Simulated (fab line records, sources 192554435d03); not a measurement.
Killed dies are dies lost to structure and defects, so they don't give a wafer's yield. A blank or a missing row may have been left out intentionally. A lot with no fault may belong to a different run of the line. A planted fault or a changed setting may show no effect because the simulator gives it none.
Which tool is to blame? + flow n5Finfet + Sampling: 12 lots, 36 wafers, 2 of 1938 route steps

WHAT THE GAUGES READ, wafer by wafer
N5_BEOL_M2_CD_MEAS_35: target cd 18 nm, target cd y 22.2 nm.
| lot  | measured     | on       | cdNm (nm)      |
|------|--------------|----------|----------------|
| L075 | day 7 00:08  | cdSem-03 | 18.0 18.0 18.3 |
| L078 | day 8 03:43  | cdSem-02 | 18.0 17.7 17.5 |
| L077 | day 8 10:11  | cdSem-02 | 17.8 18.2 18.6 |
| L080 | day 8 11:10  | cdSem-03 | 17.4 18.0 17.4 |
| L083 | day 9 01:03  | cdSem-02 | 18.7 18.2 19.5 |
| L085 | day 10 00:38 | cdSem-02 | 17.8 18.4 18.3 |
| L087 | day 10 06:11 | cdSem-01 | 17.9 18.0 18.3 |
| L089 | day 11 05:56 | cdSem-03 | 19.0 18.1 17.8 |
| L090 | day 11 09:42 | cdSem-03 | 19.2 18.7 18.4 |
| L092 | day 11 23:10 | cdSem-01 | 18.0 18.4 18.0 |
| L095 | day 12 04:12 | cdSem-02 | 17.5 18.3 18.1 |
| L096 | day 12 17:29 | cdSem-02 | 18.0 17.8 18.2 |

EACH LOT AND THE TOOL THAT RAN IT (in order: tool; ch and the chambers of the sampled wafers; start)
| lot  | N5_BEOL_M2_DESCUM_33              |
|------|-----------------------------------|
| L075 | rieDiel-02 ch 0,2, day 6 22:07    |
| L078 | rieDiel-06 ch 1,2, day 7 19:20    |
| L077 | rieDiel-06 ch 0,1,2, day 8 05:46  |
| L080 | rieDiel-06 ch 0,1, day 8 07:37    |
| L083 | rieDiel-02 ch 0,1,2, day 8 20:02  |
| L085 | rieDiel-04 ch 0,2,3, day 9 16:50  |
| L087 | rieDiel-06 ch 1,2,3, day 9 21:11  |
| L089 | rieDiel-04 ch 0,1, day 10 21:06   |
| L090 | rieDiel-06 ch 0,1, day 11 01:32   |
| L092 | rieDiel-04 ch 0,3, day 11 12:33   |
| L095 | rieDiel-02 ch 0,3, day 11 22:40   |
| L096 | rieDiel-06 ch 0,1,3, day 12 13:37 |
- N5_BEOL_M2_DESCUM_33: chemistry O2, time 7 s.

THE ANSWER, worked out from the rows above alone
Rule: the usual values come from the lots themselves. Put in order of their means at a reading, lots are off if they are a third of the lots or fewer, leave a main group of 4 or more, and stand apart from it by a gap of 3 or more times the standard deviation of the main group's means; of several such gaps the widest counts. A main group is skipped when, at the precision printed for the reading in the tables above, its means are all equal. A lot without any number at a reading at which 4 lots or more have one is off too. All remaining lots with rows at the step are treated as sound.
Across all readings shown, no lot is off: no conclusion can be drawn from this.

WHAT THE SIMULATOR HAD PUT IN
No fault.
